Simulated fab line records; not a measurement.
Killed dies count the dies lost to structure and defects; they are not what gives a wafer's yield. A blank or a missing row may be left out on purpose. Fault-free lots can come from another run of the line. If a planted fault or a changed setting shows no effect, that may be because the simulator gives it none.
Which tool is to blame? ; flow nand harc ; Sampling: 6 lots, 18 wafers, 5 of 1159 route steps

WHAT THE GAUGES SHOWED, per wafer
NHARC_END_SORT_01.
lot;measured;on;killed at array
L455;day 21 06:13;prober-01;673 676 671

WHICH TOOL RAN EACH LOT (tool, then ch and the chambers of the sampled wafers, then the start)
lot;NHARC_A_CONTACT_DESCUM_13;NHARC_A_CONTACT_ETCH_134;NHARC_A_CONTACT_ETCH_137;NHARC_A_CONTACT_ALD_18
L450;rie diel-10 ch 0,2, day 17 16:53;har cap etch-01 ch 0,1, day 17 19:07;har cap etch-01 ch 0,1, day 17 19:33;ald metal-01 ch 0,2, day 17 21:23
L455;rie diel-10 ch 0,1, day 18 08:24;har cap etch-01 ch 0,1, day 18 11:25;har cap etch-01 ch 0,1, day 18 12:01;ald metal-02 ch 1,2,3, day 18 14:07
L457;rie diel-03 ch 0,1,3, day 19 14:22;har cap etch-03 ch 0,1, day 19 15:38;har cap etch-03 ch 0,1, day 19 16:04;ald metal-03 ch 0,1,2, day 19 17:56
L465;rie diel-10 ch 0,1,3, day 21 11:26;har cap etch-03 ch 0,1, day 21 12:29;har cap etch-03 ch 0,1, day 21 12:54;ald metal-01 ch 0,1, day 21 14:49
L470;rie diel-10 ch 0,2,3, day 22 08:47;har cap etch-02 ch 0,1, day 22 12:38;har cap etch-02 ch 0,1, day 22 13:03;ald metal-02 ch 0,1,2, day 22 15:11
L471;rie diel-03 ch 2,3, day 22 22:23;har cap etch-03 ch 0,1, day 22 23:29;har cap etch-03 ch 0,1, day 22 23:56;ald metal-02 ch 0,3, day 23 01:48
- NHARC_A_CONTACT_DESCUM_13: chemistry O2, time 3 s.
- NHARC_A_CONTACT_ETCH_134: etches the open film in C4F8/O2/Ar, time 140 s, target depth 700 nm.
- NHARC_A_CONTACT_ETCH_137: etches the open film in C4F8/O2/Ar, time 132 s, target depth 1287 nm.
- NHARC_A_CONTACT_ALD_18: deposits TiN, target thk 3 nm, pulse time 1 s, ald cycles 150.

THE ANSWER, worked out from the rows above alone
Rule: usual is defined by the lots themselves. Put in order of their means at a reading, lots are off if they are a third of the lots or fewer, leave a main group of 4 or more, and stand apart from it by a gap of 3 or more times the standard deviation of the main group's means; of several such gaps the widest counts. Not used: any main group whose means are identical at the precision the tables above print for the reading. Also off: a lot with no number at a reading for which 4 or more lots have one. Where the step has rows for the other lots, those lots are counted as sound.
Across all readings shown, no lot is off: no conclusion can be drawn from this.

WHAT THE SIMULATOR HAD PUT IN
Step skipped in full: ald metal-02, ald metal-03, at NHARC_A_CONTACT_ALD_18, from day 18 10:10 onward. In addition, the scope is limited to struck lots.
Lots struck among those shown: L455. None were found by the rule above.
